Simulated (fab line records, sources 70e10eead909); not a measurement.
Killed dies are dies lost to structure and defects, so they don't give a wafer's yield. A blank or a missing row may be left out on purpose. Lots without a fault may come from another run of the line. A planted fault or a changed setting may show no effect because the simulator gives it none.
Which tool did it? | flow nand_harc | 24 lots, 72 wafers sampled, at 4 steps of a route of 1302

WHAT THE GAUGES READ, wafer by wafer
NHARC_P_M1_CD_MEAS_16. Usual: cd_nm 130.0 nm, standard deviation 0.77.
lot  | measured     | on        | cd_nm (nm)        | flag
L074 | day 6 06:55  | cd_sem-01 | 130.1 130.8 131.3 |
L075 | day 6 16:47  | cd_sem-02 | 130.7 130.8 128.4 |
L076 | day 7 06:46  | cd_sem-03 | 129.7 130.2 129.0 |
L077 | day 7 09:56  | cd_sem-01 | 130.7 131.5 131.1 |
L078 | day 7 17:20  | cd_sem-01 | 130.3 129.1 130.5 |
L079 | day 8 10:02  | cd_sem-03 | 129.1 129.1 130.9 |
L080 | day 8 11:11  | cd_sem-01 | 130.0 130.3 129.3 |
L081 | day 9 01:44  | cd_sem-03 | 129.7 129.9 129.4 |
L082 | day 9 14:47  | cd_sem-01 | 130.9 130.9 130.2 |
L083 | day 9 20:34  | cd_sem-02 | 129.4 129.8 129.1 |
L084 | day 10 17:26 | cd_sem-02 | 130.2 129.3 128.0 |
L085 | day 10 23:17 | cd_sem-02 | 130.4 131.5 131.0 |
L086 | day 11 08:38 | cd_sem-01 | 129.3 130.5 129.9 |
L087 | day 11 16:47 | cd_sem-03 | 129.8 129.4 131.0 |
L088 | day 12 13:43 | cd_sem-01 | 131.4 130.5 130.0 |
L089 | day 12 15:10 | cd_sem-02 | 129.5 129.6 130.3 |
L090 | day 13 02:44 | cd_sem-03 | 128.8 130.1 129.5 |
L091 | day 13 04:43 | cd_sem-02 | 129.8 130.0 128.9 |
L092 | day 13 19:16 | cd_sem-03 | 129.5 129.2 129.8 |
L093 | day 14 03:49 | cd_sem-01 | 129.1 129.7 129.0 |
L094 | day 14 17:45 | cd_sem-01 | 129.3 130.3 130.0 |
L095 | day 14 18:32 | cd_sem-01 | 129.9 131.1 130.5 |
L096 | day 15 05:41 | cd_sem-01 | 130.2 129.6 129.8 |
L097 | day 15 17:16 | cd_sem-01 | 130.1 130.9 130.1 |

WHICH TOOL RAN EACH LOT (tool, then ch and the chambers of the sampled wafers, then the start)
lot  | NHARC_P_M0_DEGAS_28          | NHARC_P_M0_PRE_CLEAN_29                 | NHARC_P_M0_PVD_20
L074 | pvd_sputter-02, day 6 03:31  | pvd_sputter-02, day 6 06:55 or earlier  | pvd_sputter-02, day 6 06:55 or earlier
L075 | pvd_sputter-01, day 6 13:21  | pvd_sputter-01, day 6 16:47 or earlier  | pvd_sputter-01, day 6 16:47 or earlier
L076 | pvd_sputter-02, day 7 03:25  | pvd_sputter-02, day 7 06:46 or earlier  | pvd_sputter-02, day 7 06:46 or earlier
L077 | pvd_sputter-02, day 7 06:18  | pvd_sputter-02, day 7 09:56 or earlier  | pvd_sputter-02, day 7 09:56 or earlier
L078 | pvd_sputter-03, day 7 13:46  | pvd_sputter-03, day 7 17:20 or earlier  | pvd_sputter-03, day 7 17:20 or earlier
L079 | pvd_sputter-02, day 8 06:44  | pvd_sputter-02, day 8 10:02 or earlier  | pvd_sputter-02, day 8 10:02 or earlier
L080 | pvd_sputter-01, day 8 07:52  | pvd_sputter-01, day 8 11:11 or earlier  | pvd_sputter-01, day 8 11:11 or earlier
L081 | pvd_sputter-02, day 8 22:11  | pvd_sputter-02, day 9 01:44 or earlier  | pvd_sputter-02, day 9 01:44 or earlier
L082 | pvd_sputter-03, day 9 11:30  | pvd_sputter-03, day 9 14:47 or earlier  | pvd_sputter-03, day 9 14:47 or earlier
L083 | pvd_sputter-02, day 9 17:14  | pvd_sputter-02, day 9 20:34 or earlier  | pvd_sputter-02, day 9 20:34 or earlier
L084 | pvd_sputter-03, day 10 14:08 | pvd_sputter-03, day 10 17:26 or earlier | pvd_sputter-03, day 10 17:26 or earlier
L085 | pvd_sputter-02, day 10 19:55 | pvd_sputter-02, day 10 23:17 or earlier | pvd_sputter-02, day 10 23:17 or earlier
L086 | pvd_sputter-03, day 11 05:21 | pvd_sputter-03, day 11 08:38 or earlier | pvd_sputter-03, day 11 08:38 or earlier
L087 | pvd_sputter-01, day 11 13:22 | pvd_sputter-01, day 11 16:47 or earlier | pvd_sputter-01, day 11 16:47 or earlier
L088 | pvd_sputter-02, day 12 10:18 | pvd_sputter-02, day 12 13:43 or earlier | pvd_sputter-02, day 12 13:43 or earlier
L089 | pvd_sputter-02, day 12 11:45 | pvd_sputter-02, day 12 15:10 or earlier | pvd_sputter-02, day 12 15:10 or earlier
L090 | pvd_sputter-01, day 12 23:17 | pvd_sputter-01, day 13 02:44 or earlier | pvd_sputter-01, day 13 02:44 or earlier
L091 | pvd_sputter-03, day 13 01:22 | pvd_sputter-03, day 13 04:43 or earlier | pvd_sputter-03, day 13 04:43 or earlier
L092 | pvd_sputter-03, day 13 15:38 | pvd_sputter-03, day 13 19:16 or earlier | pvd_sputter-03, day 13 19:16 or earlier
L093 | pvd_sputter-01, day 14 00:07 | pvd_sputter-01, day 14 03:49 or earlier | pvd_sputter-01, day 14 03:49 or earlier
L094 | pvd_sputter-03, day 14 14:26 | pvd_sputter-03, day 14 17:45 or earlier | pvd_sputter-03, day 14 17:45 or earlier
L095 | pvd_sputter-03, day 14 15:07 | pvd_sputter-03, day 14 18:32 or earlier | pvd_sputter-03, day 14 18:32 or earlier
L096 | pvd_sputter-01, day 15 02:11 | pvd_sputter-01, day 15 05:41 or earlier | pvd_sputter-01, day 15 05:41 or earlier
L097 | pvd_sputter-02, day 15 13:50 | pvd_sputter-02, day 15 17:16 or earlier | pvd_sputter-02, day 15 17:16 or earlier
- NHARC_P_M0_DEGAS_28: time 60 s.
- NHARC_P_M0_PRE_CLEAN_29: time 30 s.
- NHARC_P_M0_PVD_20: deposits TaN, target thk 5 nm, time 8.06 s.

WHAT THE TOOLS THEMSELVES READ (means of the sampled wafers that have a number; where no wafer has one, the mark that the record gives instead)
NHARC_P_M0_DEGAS_28. Usual: heater_power_w 327 W, standard deviation 37.
lot  | tool           | heater_power_w (W) | flag
L074 | pvd_sputter-02 | 294                |
L075 | pvd_sputter-01 | 333                |
L076 | pvd_sputter-02 | 293                |
L077 | pvd_sputter-02 | 294                |
L078 | pvd_sputter-03 | 387                |
L079 | pvd_sputter-02 | 291                |
L080 | pvd_sputter-01 | 319                |
L081 | pvd_sputter-02 | 295                |
L082 | pvd_sputter-03 | 321                |
L083 | pvd_sputter-02 | 291                |
L084 | pvd_sputter-03 | 352                |
L085 | pvd_sputter-02 | 295                |
L086 | pvd_sputter-03 | 337                |
L087 | pvd_sputter-01 | 327                |
L088 | pvd_sputter-02 | 322                |
L089 | pvd_sputter-02 | 305                |
L090 | pvd_sputter-01 | 328                |
L091 | pvd_sputter-03 | 374                |
L092 | pvd_sputter-03 | 372                |
L093 | pvd_sputter-01 | 343                |
L094 | pvd_sputter-03 | 379                |
L095 | pvd_sputter-03 | 351                |
L096 | pvd_sputter-01 | 338                |
L097 | pvd_sputter-02 | 328                |

NHARC_P_M0_PRE_CLEAN_29. Usual: heater_power_w 403 W, standard deviation 44.
lot  | tool           | heater_power_w (W) | flag
L074 | pvd_sputter-02 | 394                |
L075 | pvd_sputter-01 | 389                |
L076 | pvd_sputter-02 | 350                |
L077 | pvd_sputter-02 | 364                |
L078 | pvd_sputter-03 | 405                |
L079 | pvd_sputter-02 | 345                |
L080 | pvd_sputter-01 | 399                |
L081 | pvd_sputter-02 | 378                |
L082 | pvd_sputter-03 | 450                |
L083 | pvd_sputter-02 | 389                |
L084 | pvd_sputter-03 | 464                |
L085 | pvd_sputter-02 | 371                |
L086 | pvd_sputter-03 | 454                |
L087 | pvd_sputter-01 | 402                |
L088 | pvd_sputter-02 | 361                |
L089 | pvd_sputter-02 | 372                |
L090 | pvd_sputter-01 | 394                |
L091 | pvd_sputter-03 | 401                |
L092 | pvd_sputter-03 | 436                |
L093 | pvd_sputter-01 | 404                |
L094 | pvd_sputter-03 | 425                |
L095 | pvd_sputter-03 | 396                |
L096 | pvd_sputter-01 | 430                |
L097 | pvd_sputter-02 | 400                |

NHARC_P_M0_PVD_20. Usual: bias_v 168.5 V, standard deviation 1.7; throttle_valve_pct 30.0 %, standard deviation 1.4.
lot  | tool           | bias_v (V) | throttle_valve_pct (%) | flag
L074 | pvd_sputter-02 | 168.8      | 30.0                   |
L075 | pvd_sputter-01 | 168.3      | 30.6                   |
L076 | pvd_sputter-02 | 168.8      | 29.5                   |
L077 | pvd_sputter-02 | 168.7      | 30.4                   |
L078 | pvd_sputter-03 | 167.9      | 29.3                   |
L079 | pvd_sputter-02 | 168.1      | 29.3                   |
L080 | pvd_sputter-01 | 167.2      | 30.6                   |
L081 | pvd_sputter-02 | 167.4      | 29.4                   |
L082 | pvd_sputter-03 | 169.4      | 31.2                   |
L083 | pvd_sputter-02 | 170.2      | 27.6                   |
L084 | pvd_sputter-03 | 168.0      | 29.7                   |
L085 | pvd_sputter-02 | 167.1      | 29.0                   |
L086 | pvd_sputter-03 | 168.6      | 31.3                   |
L087 | pvd_sputter-01 | 168.6      | 30.2                   |
L088 | pvd_sputter-02 | 168.6      | 29.3                   |
L089 | pvd_sputter-02 | 168.8      | 29.5                   |
L090 | pvd_sputter-01 | 169.3      | 30.7                   |
L091 | pvd_sputter-03 | 168.1      | 29.7                   |
L092 | pvd_sputter-03 | 167.1      | 30.0                   |
L093 | pvd_sputter-01 | 168.0      | 30.7                   |
L094 | pvd_sputter-03 | 168.3      | 29.9                   |
L095 | pvd_sputter-03 | 169.9      | 28.7                   |
L096 | pvd_sputter-01 | 169.4      | 30.4                   |
L097 | pvd_sputter-02 | 168.9      | 29.2                   |

THE ANSWER, worked out from the rows above alone
Rule: a lot is off if the mean of its wafers that have a number lies more than 3 standard deviations from the usual mean. A lot without any number at a reading at which 4 lots or more have one is off too. The other lots that the step has rows for count as sound. The gauges are gone through in route order, then the tools' own readings, and for those a lot's mean is taken as printed above. The first step at which some lot is off is used, and at that step the reading that is off furthest; a lot without a number counts as furthest.
No lot is off at any reading shown: from this, nothing can be told.

WHAT THE SIMULATOR HAD PUT IN
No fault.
